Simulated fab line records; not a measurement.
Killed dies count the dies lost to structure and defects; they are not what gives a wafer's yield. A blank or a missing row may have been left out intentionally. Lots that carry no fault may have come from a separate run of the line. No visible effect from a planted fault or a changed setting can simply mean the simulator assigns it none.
Matching of chambers / flow nand-harc / ald-hk-04 running NHARC_A_CHANNEL_FILL_D2_ALD_14: 4 sister chambers
The step deposits SiO2, target thk 2.5 nm, pulse time 10 s, ald cycles 25. 36 wafers are shown with their chamber, then 12 later ones without.

WAFERS WITH THEIR CHAMBER
wafer=L074.2; chamber=2; heater-power-w (W)=443; precursor-pulse-height-rel=0.994
wafer=L074.3; chamber=1; heater-power-w (W)=458; precursor-pulse-height-rel=0.975
wafer=L074.4; chamber=3; heater-power-w (W)=465; precursor-pulse-height-rel=0.989
wafer=L076.1; chamber=1; heater-power-w (W)=478; precursor-pulse-height-rel=1.010
wafer=L076.5; chamber=3; heater-power-w (W)=467; precursor-pulse-height-rel=0.977
wafer=L076.6; chamber=0; heater-power-w (W)=602; precursor-pulse-height-rel=0.975
wafer=L079.2; chamber=2; heater-power-w (W)=445; precursor-pulse-height-rel=0.994
wafer=L079.4; chamber=1; heater-power-w (W)=469; precursor-pulse-height-rel=0.979
wafer=L079.5; chamber=3; heater-power-w (W)=464; precursor-pulse-height-rel=1.004
wafer=L080.3; chamber=2; heater-power-w (W)=447; precursor-pulse-height-rel=1.026
wafer=L080.4; chamber=0; heater-power-w (W)=602; precursor-pulse-height-rel=1.028
wafer=L080.6; chamber=3; heater-power-w (W)=466; precursor-pulse-height-rel=1.022
wafer=L081.4; chamber=1; heater-power-w (W)=467; precursor-pulse-height-rel=1.022
wafer=L081.5; chamber=0; heater-power-w (W)=591; precursor-pulse-height-rel=0.998
wafer=L081.6; chamber=1; heater-power-w (W)=470; precursor-pulse-height-rel=0.994
wafer=L083.1; chamber=0; heater-power-w (W)=584; precursor-pulse-height-rel=1.020
wafer=L083.2; chamber=3; heater-power-w (W)=455; precursor-pulse-height-rel=1.009
wafer=L083.6; chamber=0; heater-power-w (W)=599; precursor-pulse-height-rel=0.997
wafer=L083.3; chamber=1; heater-power-w (W)=460; precursor-pulse-height-rel=1.039
wafer=L083.4; chamber=2; heater-power-w (W)=447; precursor-pulse-height-rel=1.001
wafer=L083.5; chamber=1; heater-power-w (W)=464; precursor-pulse-height-rel=0.969
wafer=L084.2; chamber=3; heater-power-w (W)=470; precursor-pulse-height-rel=0.992
wafer=L084.3; chamber=2; heater-power-w (W)=464; precursor-pulse-height-rel=1.015
wafer=L084.4; chamber=1; heater-power-w (W)=458; precursor-pulse-height-rel=0.998
wafer=L085.1; chamber=0; heater-power-w (W)=598; precursor-pulse-height-rel=1.022
wafer=L085.4; chamber=2; heater-power-w (W)=457; precursor-pulse-height-rel=1.017
wafer=L085.5; chamber=2; heater-power-w (W)=441; precursor-pulse-height-rel=1.000
wafer=L087.1; chamber=0; heater-power-w (W)=593; precursor-pulse-height-rel=1.017
wafer=L087.2; chamber=3; heater-power-w (W)=464; precursor-pulse-height-rel=0.992
wafer=L087.3; chamber=2; heater-power-w (W)=443; precursor-pulse-height-rel=1.042
wafer=L089.1; chamber=1; heater-power-w (W)=455; precursor-pulse-height-rel=1.010
wafer=L089.2; chamber=2; heater-power-w (W)=451; precursor-pulse-height-rel=1.026
wafer=L089.3; chamber=0; heater-power-w (W)=555; precursor-pulse-height-rel=0.994
wafer=L093.1; chamber=3; heater-power-w (W)=435; precursor-pulse-height-rel=0.984
wafer=L093.3; chamber=0; heater-power-w (W)=566; precursor-pulse-height-rel=1.001
wafer=L093.5; chamber=2; heater-power-w (W)=460; precursor-pulse-height-rel=0.969

SIGNATURES, as means of the wafers listed above
reading=heater-power-w; chamber 0=587.78; chamber 1=464.33; chamber 2=449.80; chamber 3=460.75; scatter within a chamber=11.4
reading=precursor-pulse-height-rel; chamber 0=1.00578; chamber 1=0.99956; chamber 2=1.00840; chamber 3=0.99612; scatter within a chamber=0.0194
Rule: for a wafer and a chamber, the distance is found by dividing, reading by reading, the gap between the wafer's reading and the chamber's mean by the reading's scatter, squaring, summing and taking the root. If the next closest chamber is less than 2 further off than the closest, the wafer can't be placed; otherwise it belongs to the closest. The scatter: the root of (the sum of the squares of (reading less its chamber's mean) over the shown wafers, divided by (wafers less chambers)).

WAFERS WHOSE CHAMBER IS MISSING
wafer=L095.1; heater-power-w (W)=440; precursor-pulse-height-rel=1.000
wafer=L095.3; heater-power-w (W)=449; precursor-pulse-height-rel=0.985
wafer=L095.4; heater-power-w (W)=461; precursor-pulse-height-rel=1.026
wafer=L094.1; heater-power-w (W)=453; precursor-pulse-height-rel=1.009
wafer=L094.4; heater-power-w (W)=580; precursor-pulse-height-rel=1.021
wafer=L094.5; heater-power-w (W)=561; precursor-pulse-height-rel=1.007
wafer=L096.1; heater-power-w (W)=558; precursor-pulse-height-rel=0.967
wafer=L096.2; heater-power-w (W)=443; precursor-pulse-height-rel=0.983
wafer=L096.3; heater-power-w (W)=435; precursor-pulse-height-rel=1.031
wafer=L096.4; heater-power-w (W)=454; precursor-pulse-height-rel=1.007
wafer=L096.5; heater-power-w (W)=428; precursor-pulse-height-rel=1.026
wafer=L096.6; heater-power-w (W)=562; precursor-pulse-height-rel=1.003

CHAMBER TAKEN BY EACH
wafer=L095.1; from the rows above=can't be placed: 2 or 3 or 1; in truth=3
wafer=L095.3; from the rows above=can't be placed: 3 or 2 or 1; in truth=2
wafer=L095.4; from the rows above=can't be placed: 2 or 1 or 3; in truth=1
wafer=L094.1; from the rows above=can't be placed: 2 or 3 or 1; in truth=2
wafer=L094.4; from the rows above=0; in truth=0
wafer=L094.5; from the rows above=0; in truth=0
wafer=L096.1; from the rows above=0; in truth=0
wafer=L096.2; from the rows above=can't be placed: 2 or 3 or 1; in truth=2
wafer=L096.3; from the rows above=can't be placed: 2 or 3 or 1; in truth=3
wafer=L096.4; from the rows above=can't be placed: 2 or 3 or 1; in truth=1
wafer=L096.5; from the rows above=can't be placed: 2 or 3 or 1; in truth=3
wafer=L096.6; from the rows above=0; in truth=0
Correct placement for 4 of the 12. Cannot be placed on the basis of these rows: 8; the candidates contain the true chamber in 8. Number placed wrongly: 0.
